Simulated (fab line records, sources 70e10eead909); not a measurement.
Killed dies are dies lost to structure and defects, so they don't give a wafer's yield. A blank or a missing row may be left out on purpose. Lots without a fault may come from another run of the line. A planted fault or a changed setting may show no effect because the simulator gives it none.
A struck lot beside a sound one | flow nand_harc | 14 steps out of a route of 1302
Sound: wafers L816.1, L816.2, L816.6. Struck: wafer L824.2. (L824.5, L824.6 of the same lot were not struck and are left out.) The cause comes at the end.
At each step with rows: each side's tool, then ch and its chambers, then its first start. Under that, the readings that differ: sound wafers | struck wafers | difference of the means | sigmas: that difference in standard deviations of wafers without a fault.
alike: readings whose means differ by less than 2 such deviations, and words and numbers that are the same on both sides. not compared: withheld readings, readings that some wafer has no value for, bounds like >300 that may hide the same value, and numbers for which the record gives no deviation and whose values overlap.
The two part at a step that has a row with sigmas, a row that says differs or no value, or rows on one side only. Numbers that don't overlap but have no deviation are shown without sigmas and don't part them. A reading that every wafer of one side lacks parts them only if that side has two wafers or more.

NHARC_A_SLIT_ETCH_26: etches the open film in C4F8/O2/Ar, time 90 s, target depth 400 nm.
  sound on har_etch-02 ch 0,1, day 20 09:45; struck on har_etch-01 ch 1, day 23 12:53
  alike: drypump_motor_current_A, showerhead_plenum_p_Torr, throttle_valve_pct
  not compared: rf_hours_counter_h
then, 1 step without rows for these wafers: NHARC_A_SLIT_STRIP_28 (strips in O2/COS).
NHARC_A_SLIT_ETCH_29: etches the open film in CF4/O2, target depth 100 nm, overetch 10 nm, time 55 s.
  sound on rie_diel-05 ch 1,3, day 20 10:38; struck on rie_diel-05 ch 0, day 23 13:46
  reading                     | sound       | struck | difference | sigmas
  drypump_motor_current_A (A) | 5.7 6.7 6.7 | 5.3    | -1.1       | -2
  alike: cf4_flow_sccm, oes_ar_750_au, oes_product_au, rf_vpp_V, showerhead_plenum_p_Torr, throttle_valve_pct
  not compared: rf_hours_counter_h
NHARC_A_SLIT_STRIP_18: strips in O2.
  sound on rie_diel-05 ch 2,3; struck on rie_diel-05 ch 0
  reading                     | sound          | struck | difference | sigmas
  drypump_motor_current_A (A) | 6.8 6.0 6.7    | 5.2    | -1.3       | -3
  rf_vpp_V (V)                | 59.1 58.7 57.3 | 56.5   | -1.9       | -2
  alike: oes_product_au, showerhead_plenum_p_Torr, throttle_valve_pct
  not compared: rf_hours_counter_h
then, 2 steps without rows for these wafers: NHARC_A_SLIT_PRECLEAN_19 (cleans in SC1); NHARC_A_SLIT_SRD_20.
NHARC_A_SLIT_CD_MEAS_21:
  sound on cd_sem-03, day 20 11:10; struck on cd_sem-02, day 23 14:18
  alike: cd_nm
then, 3 steps without rows for these wafers: NHARC_A_SIN_REMOVE_WET_00 (chemistry H3PO4, time 15300 s); NHARC_A_SIN_REMOVE_PRECLEAN_01 (cleans in SC1); NHARC_A_SIN_REMOVE_SRD_02.
NHARC_A_SIN_REMOVE_INSPECT_04:
  sound on defect_inspect-01, day 20 17:52; struck on defect_inspect-01, day 23 20:55
  alike: raw_defect_count
NHARC_A_WL_FILL_ALD_00: deposits Al2O3, target thk 3 nm, pulse time 3 s, ald cycles 30.
  sound on ald_hk-02 ch 0,1,3, day 20 17:59; struck on ald_hk-04 ch 0, day 23 21:01
  reading    | sound    | struck | difference | sigmas
  ald_cycles | 30 30 30 | 35     | +5         |
  alike: heater_power_w, precursor_pulse_height_rel
NHARC_A_WL_FILL_RTA_01: time 5 s.
  sound on rtp_anneal-01 ch 0, day 20 18:22; struck on rtp_anneal-01 ch 0, day 23 21:16
  alike: lamp_power_pct, wafer_temp_C_max
-- the record jumps here: 4 days lie between the struck wafers' starts before and after (it left off in module A_WL_FILL and takes up again in module END, whose first step shown is number 1302 of the route) --
NHARC_END_SORT_01:
  sound on prober-01 ch 0, day 25 00:02; struck on prober-02 ch 0, day 27 21:31
  reading             | sound | struck | difference | sigmas
  killed_at_periphery | 3 1 3 | 7      | +5         | +2
  alike: killed_at_array, killed_at_other, killed_dies, killed_open, killed_short

WHERE THEY PART
First at NHARC_A_SLIT_ETCH_29; last, within this record, at NHARC_END_SORT_01.

WHY: what the simulator had put in
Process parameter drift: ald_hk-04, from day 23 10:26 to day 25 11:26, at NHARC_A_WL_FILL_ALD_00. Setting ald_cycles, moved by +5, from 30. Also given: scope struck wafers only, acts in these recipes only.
